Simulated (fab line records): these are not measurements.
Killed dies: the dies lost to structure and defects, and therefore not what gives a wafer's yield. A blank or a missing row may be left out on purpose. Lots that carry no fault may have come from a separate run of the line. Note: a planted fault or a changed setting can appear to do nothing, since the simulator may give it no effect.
Split-lot experiment	flow n5 finfet	39 wafers read across 7 lots, on a route 1938 steps long

ON THE SPLIT
At N5_PMOS_HMC_CHANNEL_EPI_DEVELOP_08 (develop time 30 s), the setting develop time s was moved away from the recipe's 30 s on 15 of the 39 wafers read, by -43.6% to +52.0%. The other wafers ran this setting at the recipe's value.

Between the split and the reading, the file records no step.

THE READING
cd nm at N5_PMOS_HMC_CHANNEL_EPI_CD_MEAS_09, given in nm (cd target 237.4 nm). Typical for fault-free wafers on this fab line: 238.0 nm, with standard deviation 0.96 nm.

wafer	tool, chamber at the split	develop time s as run, s	against the recipe	cd nm, nm	against lot-mates on the recipe
L075.1	litho track-02, 0	30	recipe	237.7	-
L075.2	litho track-02, 0	45.61	+52.0%	240.6	+3.9
L075.3	litho track-02, 0	45.61	+52.0%	239.3	+2.6
L075.4	litho track-02, 0	45.61	+52.0%	239.6	+2.9
L075.5	litho track-02, 0	30	recipe	236.5	-
L075.6	litho track-02, 0	30	recipe	235.8	-
L077.1	litho track-05, 0	30	recipe	238.2	-
L077.2	litho track-05, 0	17.41	-42.0%	235.6	-3.2
L077.3	litho track-05, 0	30	recipe	240.2	-
L077.4	litho track-05, 0	17.41	-42.0%	236.2	-2.6
L077.5	litho track-05, 0	17.41	-42.0%	235.9	-2.9
L077.6	litho track-05, 0	30	recipe	238.1	-
L080.2	litho track-05, 0	30	recipe	236.6	-
L080.5	litho track-05, 0	30	recipe	237.4	-
L080.6	litho track-05, 0	30	recipe	238.1	-
L082.1	litho track-02, 0	16.92	-43.6%	233.7	-3.5
L082.2	litho track-02, 0	16.92	-43.6%	233.3	-3.9
L082.3	litho track-02, 0	30	recipe	237.2	-
L082.4	litho track-02, 0	30	recipe	237.2	-
L082.5	litho track-02, 0	16.92	-43.6%	233.2	-4.0
L082.6	litho track-02, 0	30	recipe	237.3	-
L084.1	litho track-03, 0	30	recipe	237.9	-
L084.2	litho track-03, 0	30	recipe	238.2	-
L084.3	litho track-03, 0	30	recipe	238.3	-
L084.4	litho track-03, 0	30	recipe	238.3	-
L084.5	litho track-03, 0	30	recipe	239.0	-
L084.6	litho track-03, 0	30	recipe	236.8	-
L086.1	litho track-05, 0	30	recipe	237.9	-
L086.2	litho track-05, 0	30	recipe	238.8	-
L086.3	litho track-05, 0	21.58	-28.1%	237.4	-0.9
L086.4	litho track-05, 0	30	recipe	238.3	-
L086.5	litho track-05, 0	21.58	-28.1%	236.5	-1.8
L086.6	litho track-05, 0	21.58	-28.1%	234.6	-3.7
L091.1	litho track-05, 0	36.15	+20.5%	238.2	+1.1
L091.2	litho track-05, 0	30	recipe	237.6	-
L091.3	litho track-05, 0	36.15	+20.5%	240.2	+3.1
L091.4	litho track-05, 0	30	recipe	237.4	-
L091.5	litho track-05, 0	30	recipe	236.4	-
L091.6	litho track-05, 0	36.15	+20.5%	238.0	+0.9

THE FIT
A straight line over all 39 wafers: cd nm changes by +0.0572 nm for each +1% of develop time s; r = +0.80; the points scatter about the line by 1.1 nm.
The same after taking each lot's own level away (the mean of its wafers on the recipe; 39 wafers): +0.0721 nm for each +1%; r = +0.92; scatter 0.74 nm.
According to that fit, moving develop time s by its largest amount changes the reading by 3.8 nm.
The span of the lots' own levels, 236.67 to 238.83 nm, comes to 2.3 times the standard deviation stated above.
So the lot-to-lot level blurs the effect unless lot-mates are compared.
Check: for one of the wafers moved furthest among these (+52.0%), held out of the fit, the line's prediction against its lot-mates is +3.61 nm. It came out at +3.93 nm against them.

ADDITIONAL SPLITS CARRIED BY THESE WAFERS
Before the reading, these wafers also passed through other splits. Each is held against what the fit with the lots' levels taken away leaves over:
other split on the same wafers	wafers away from the commonest value	r with cd nm (lot level and that fit taken away)
N5_ZERO_LAYER_DEVELOP_10 develop time s	15	+0.13

THE WHOLE CHAIN: every reading that the file lists as answering this split, in the file's order
step	what it does	reading	change (the file's fit)	r (the file's)
N5_PMOS_HMC_CHANNEL_EPI_CD_MEAS_09	target cd 237.4 nm	cd nm	+0.0718 nm for each +1% of the setting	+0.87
N5_PMOS_HMC_CHANNEL_EPI_DESCUM_14	chemistry O2, time 7.9 s	PMOS_HMC_CHANNEL_EPI.cd nm (the simulator's own value, which no gauge read)	+0.0715 nm for each +1% of the setting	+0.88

FILE'S OWN FIT
cd nm changes by +0.0718 nm for each +1% of develop time s, r = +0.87.
